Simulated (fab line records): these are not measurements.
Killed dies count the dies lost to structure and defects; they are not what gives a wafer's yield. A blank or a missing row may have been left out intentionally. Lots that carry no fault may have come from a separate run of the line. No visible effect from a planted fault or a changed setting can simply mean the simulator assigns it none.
fab line records ; flow n5-finfet ; part 2 of 2: steps 28 to 33 of 33
[record] lots = 5; wafers = 15; last-day = 16
route steps=1938 shown BEOL_M7@1320 BEOL_M8@1332
lots with no fault: from the same line, run without faults
start-h: the number of hours between the record's first day and the start of the first shown wafer of the lot ; wait-h: hours since the lot's step before ; " the same as in the row above ; L1.1+2: one row covering several wafers at once ; - value missing, or start not given ; * or withheld: withheld ; < > ~ a bound
route shown NAME@n: names a module that has steps shown in the file, with the first one's number in the route ; usual: mean/standard deviation taken from wafers without a fault ; same: alike in all rows ; chamber/n: place in a boat ; sites: each site's reading ; _std_site: their standard deviation ; _edge_site: the outer-site mean with the inner-site mean subtracted ; radius-mm: for every site, how far away it sits from the centre of the wafer ; mask NAME#n: copy n ; behind: the tool/chamber that last shaped the wafer ; hold: why the lot went on hold/how many hours it stayed there/how the hold came to an end ; device: the n, p or np transistor that did not switch ; end of line: the tests these same wafers got at the end of their route ; where a step has no rows: the recipe by itself ; killed: not the wafer's yield, but the dies lost to structure and defects at the first sort ; map: a wafer's dies, x killed, . not, _ none there
set.NAME: the setting the step ran with; set.NAME@STEP: the setting that earlier step ran with ; model.NAME: the simulator's own value behind a step, which no gauge read
certain route steps with their lots: each step a table, each wafer a row
services: when a tool's chamber went out of use (start-h, in hours from the record's first day, below 0 if earlier), for how many hours, and the reason
[[steps]]
[step N5_BEOL_M8_INSPECT_13]
[recipe] mode = adi; inspect-instrument = brightfield
[usual] raw-defect-count = 426/100
lot.wafer;tool;chamber;start-h;wait-h;raw-defect-count
L084.3;defect-inspect-02;-;264.54;0.0;452
L084.5;defect-inspect-02;-;264.54;0.0;475
L084.6;defect-inspect-02;-;264.54;0.0;514
L085.1;defect-inspect-02;-;273.45;0.0;555
L085.4;defect-inspect-02;-;273.45;0.0;492
L085.5;defect-inspect-02;-;273.45;0.0;391
L088.1;defect-inspect-02;-;289.40;0.0;526
L088.2;defect-inspect-02;-;289.40;0.0;314
L088.3;defect-inspect-02;-;289.40;0.0;326
L091.1;defect-inspect-02;-;295.69;0.0;355
L091.3;defect-inspect-02;-;295.69;0.0;289
L091.4;defect-inspect-02;-;295.69;0.0;470
L090.1;defect-inspect-02;-;308.58;0.0;527
L090.4;defect-inspect-02;-;308.58;0.0;652
L090.6;defect-inspect-02;-;308.58;0.0;590
[step N5_BEOL_M8_DESCUM_16]
[recipe] chemistry = O2; time-s = 7.9; source-power-w = 50; bias-power-w = 20; pressure-mtorr = 20; rf-frequency-hz = 2.712e+07; temp-c = 40; resist = CAR-ArF; o2-flow-sccm = 225
[usual] drypump-motor-current-A = 5.5/0.53; o2-flow-sccm = 225.1/0.7; oes-product-au = 0.84/0.087; rf-vpp-V = 242.9/1.1; showerhead-plenum-p-Torr = 2.08/0.048; throttle-valve-pct = 20.48/0.2
lot.wafer;tool;chamber;start-h;wait-h;drypump-motor-current-A;o2-flow-sccm;oes-product-au;rf-hours-counter-h;rf-vpp-V;showerhead-plenum-p-Torr;throttle-valve-pct
L084.3;rie-diel-06;3;264.57;0.0;4.8;224.5;0.66;239;243.1;2.17;20.86
L084.5;rie-diel-06;1;264.57;0.0;5.9;223.1;0.99;-;242.4;2.05;20.46
L084.6;rie-diel-06;2;264.57;0.0;4.7;224.7;0.89;-;244.4;2.07;20.57
L085.1;rie-diel-06;2;273.87;0.4;4.7;225.2;0.89;27;241.5;2.07;20.57
L085.4;rie-diel-06;1;273.87;0.4;5.9;225.7;0.97;4;242.5;2.05;20.46
L085.5;rie-diel-06;3;273.87;0.4;4.8;225.1;0.66;-;242.8;2.17;20.88
L088.1;rie-diel-06;1;289.49;0.1;5.9;225.6;0.95;10;241.4;2.05;20.46
L088.2;rie-diel-06;3;289.49;0.1;4.8;225.0;0.67;248;243.1;2.16;20.87
L088.3;rie-diel-06;0;289.49;0.1;5.2;224.9;0.83;74;244.9;2.11;20.11
L091.1;rie-diel-03;1;295.97;0.3;5.9;225.5;0.85;54;243.0;2.04;20.45
L091.3;rie-diel-03;3;295.97;0.3;5.5;225.4;0.87;28;243.5;2.14;20.47
L091.4;rie-diel-03;0;295.97;0.3;6.3;224.6;0.90;44;244.4;2.04;20.47
L090.1;rie-diel-06;2;308.86;0.3;4.7;224.1;0.87;42;242.6;2.06;20.59
L090.4;rie-diel-06;1;308.86;0.3;5.8;224.9;0.92;-;241.7;2.05;20.49
L090.6;rie-diel-06;2;308.86;0.3;4.7;224.0;0.87;-;242.6;2.06;20.60
[step N5_BEOL_M8_ETCH_61]
[recipe] chemistry = CF4; target = SiARC; target-depth-a = 455; mask-material = CAR-ArF; time-s = 75.8; ion-energy-ev = 80; pressure-mtorr = 40; source-w = 545; bias-w = 36; Ar_flow_sccm = 100; cf4-flow-sccm = 100; ends = cleared
[usual] drypump-motor-current-A = 5.5/0.52; etch-rf-on-time-s = 76.7/2.6; oes-product-au = 0.71/0.072; rf-vpp-V = 183.9/0.89; showerhead-plenum-p-Torr = 2.13/0.045; throttle-valve-pct = 15.60/0.2
lot.wafer;tool;chamber;start-h;wait-h;drypump-motor-current-A;etch-rf-on-time-s;oes-product-au;rf-hours-counter-h;rf-vpp-V;showerhead-plenum-p-Torr;throttle-valve-pct
L084.3;rie-diel-06;3;264.61;0.0;4.8;79.8;0.56;239;183.6;2.20;15.95
L084.5;rie-diel-06;1;264.61;0.0;5.9;78.6;0.85;-;184.4;2.11;15.56
L084.6;rie-diel-06;2;264.61;0.0;4.7;76.1;0.76;-;183.4;2.10;15.55
L085.1;rie-diel-06;2;273.90;0.0;4.7;75.0;0.76;27;183.8;2.10;15.56
L085.4;rie-diel-06;1;273.90;0.0;5.8;79.1;0.81;4;183.1;2.11;15.57
L085.5;rie-diel-06;3;273.90;0.0;4.8;79.4;0.56;-;185.0;2.20;15.94
L088.1;rie-diel-06;1;289.52;0.0;5.9;78.0;0.79;10;184.4;2.11;15.57
L088.2;rie-diel-06;3;289.52;0.0;4.8;77.8;0.56;248;185.7;2.20;15.94
L088.3;rie-diel-06;0;289.52;0.0;5.3;72.5;0.74;74;183.5;2.18;15.38
L091.1;rie-diel-03;1;296.00;0.0;5.9;74.2;0.73;54;183.6;2.07;15.45
L091.3;rie-diel-03;3;296.00;0.0;5.5;80.1;0.74;28;184.4;2.18;15.52
L091.4;rie-diel-03;0;296.00;0.0;6.3;79.7;0.73;44;183.3;2.12;15.76
L090.1;rie-diel-06;2;308.89;0.0;4.7;75.3;0.73;42;183.9;2.10;15.59
L090.4;rie-diel-06;1;308.89;0.0;5.9;79.9;0.76;-;183.3;2.10;15.60
L090.6;rie-diel-06;2;308.89;0.0;4.7;75.3;0.74;-;185.1;2.10;15.60
[step N5_BEOL_M8_ETCH_62]
[recipe] chemistry = N2/H2; target = SOC; target-depth-a = 1100; overetch-a = 220; mask-material = SiARC; temp-c = 40; time-s = 165; ion-energy-ev = 200; pressure-mtorr = 30; source-w = 840; bias-w = 150; n2-flow-sccm = 200; h2-flow-sccm = 200
[usual] drypump-motor-current-A = 5.5/0.53; h2-flow-sccm = 200.1/0.64; oes-product-au = 0.71/0.07; rf-vpp-V = 523.4/1.7; showerhead-plenum-p-Torr = 2.52/0.067; throttle-valve-pct = 17.81/0.17
lot.wafer;tool;chamber;start-h;wait-h;drypump-motor-current-A;h2-flow-sccm;oes-product-au;rf-hours-counter-h;rf-vpp-V;showerhead-plenum-p-Torr;throttle-valve-pct
L084.3;rie-diel-06;3;264.67;0.0;4.9;199.9;0.58;239;526.9;2.61;18.06
L084.5;rie-diel-06;1;264.67;0.0;5.9;199.1;0.84;-;523.1;2.47;17.64
L084.6;rie-diel-06;2;264.67;0.0;4.7;200.9;0.75;-;522.7;2.48;17.67
L085.1;rie-diel-06;2;273.96;0.0;4.7;200.2;0.74;27;522.8;2.47;17.68
L085.4;rie-diel-06;1;273.96;0.0;5.9;199.9;0.83;4;521.5;2.47;17.63
L085.5;rie-diel-06;3;273.96;0.0;4.8;200.5;0.58;-;525.9;2.61;18.08
L088.1;rie-diel-06;1;289.58;0.0;5.9;199.6;0.80;10;522.9;2.46;17.66
L088.2;rie-diel-06;3;289.58;0.0;4.8;200.1;0.57;248;525.4;2.61;18.09
L088.3;rie-diel-06;0;289.58;0.0;5.3;199.9;0.71;74;525.1;2.59;17.66
L091.1;rie-diel-03;1;296.06;0.0;5.9;200.3;0.72;54;521.3;2.46;17.71
L091.3;rie-diel-03;3;296.06;0.0;5.5;199.3;0.76;28;525.9;2.62;17.99
L091.4;rie-diel-03;0;296.06;0.0;6.3;199.9;0.75;44;521.8;2.49;17.92
L090.1;rie-diel-06;2;308.95;0.0;4.7;199.6;0.72;42;523.2;2.47;17.70
L090.4;rie-diel-06;1;308.95;0.0;5.9;200.3;0.78;-;522.3;2.46;17.67
L090.6;rie-diel-06;2;308.95;0.0;4.7;199.3;0.72;-;521.3;2.47;17.70
[step N5_BEOL_M8_STRIP_68]
[recipe] chemistry = N2/H2; temp-c = 40; n2-flow-sccm = 200; h2-flow-sccm = 200; rf-frequency-hz = 6e+07
lot.wafer;tool;chamber;start-h;wait-h
L084.3+5+6;rie-diel-06;3,1,2;264.80;0.1
L085.1+4+5;rie-diel-06;2,1,3;274.09;0.1
L088.1+2+3;rie-diel-06;1,3,0;289.72;0.1
L091.1+3+4;rie-diel-03;1,3,0;296.19;0.1
L090.1+4+6;rie-diel-06;2,1,2;309.08;0.1
[step N5_BEOL_M8_STRIP_67]
[recipe] chemistry = CF4; resist = SiARC; power-w = 300; bias-power-w = 75; pressure-mtorr = 50; cf4-flow-sccm = 150; rf-frequency-hz = 6e+07
[usual] drypump-motor-current-A = 5.5/0.52; oes-product-au = 0.84/0.083; rf-vpp-V = 270.9/1.1; showerhead-plenum-p-Torr = 1.78/0.035; throttle-valve-pct = 13.55/0.2
lot.wafer;tool;chamber;start-h;wait-h;drypump-motor-current-A;oes-product-au;rf-hours-counter-h;rf-vpp-V;showerhead-plenum-p-Torr;throttle-valve-pct
L084.3;rie-diel-06;3;264.81;0.0;4.8;0.68;239;271.5;1.82;13.84
L084.5;rie-diel-06;1;264.81;0.0;5.9;1.01;-;271.3;1.77;13.48
L084.6;rie-diel-06;2;264.81;0.0;4.7;0.89;-;271.5;1.78;13.54
L085.1;rie-diel-06;2;274.10;0.0;4.7;0.89;27;270.0;1.78;13.56
L085.4;rie-diel-06;1;274.10;0.0;5.9;0.98;4;270.2;1.76;13.48
L085.5;rie-diel-06;3;274.10;0.0;4.8;0.67;-;273.5;1.82;13.85
L088.1;rie-diel-06;1;289.73;0.0;5.9;0.94;10;270.6;1.76;13.47
L088.2;rie-diel-06;3;289.73;0.0;4.8;0.67;248;272.0;1.82;13.88
L088.3;rie-diel-06;0;289.73;0.0;5.2;0.83;74;271.1;1.82;13.30
L091.1;rie-diel-03;1;296.20;0.0;5.9;0.85;54;269.8;1.73;13.40
L091.3;rie-diel-03;3;296.20;0.0;5.5;0.88;28;270.7;1.84;13.50
L091.4;rie-diel-03;0;296.20;0.0;6.3;0.89;44;270.9;1.78;13.68
L090.1;rie-diel-06;2;309.09;0.0;4.7;0.86;42;270.1;1.77;13.57
L090.4;rie-diel-06;1;309.09;0.0;5.9;0.92;-;270.6;1.76;13.49
L090.6;rie-diel-06;2;309.09;0.0;4.7;0.86;-;270.9;1.77;13.58
[[services]]
tool;chamber;start-h;hours;kind
arfi-scanner-02;-;246.11;2.1;repair
arfi-scanner-03;-;248.26;1.3;pm
cmp-02;-;253.42;4.0;pm
cvd-co-02;-;261.61;0.6;repair
pecvd-02;2;262.76;15.1;repair
cmp-02;-;263.62;0.2;repair
ald-metal-02;3;264.59;6.8;repair
arfi-scanner-03;-;264.81;1.6;repair
pecvd-02;-;268.90;14.6;pm
cmp-02;-;273.23;0.6;repair
arfi-scanner-02;-;273.92;0.8;pm
ald-metal-02;-;274.12;2.8;pm
arfi-scanner-02;-;279.58;1.3;repair
cmp-03;-;281.20;3.0;repair
cmp-02;-;285.49;0.8;repair
arfi-scanner-03;-;288.56;3.1;pm
cvd-co-01;-;289.01;1.2;repair
pecvd-04;1;292.16;6.6;repair
cvd-co-01;-;298.06;0.6;repair
pecvd-03;-;300.66;0.8;pm
cmp-03;-;302.98;5.4;pm
pvd-sputter-02;-;303.66;4.3;repair
arfi-scanner-03;-;303.86;0.4;repair
arfi-scanner-03;-;308.94;16.0;pm
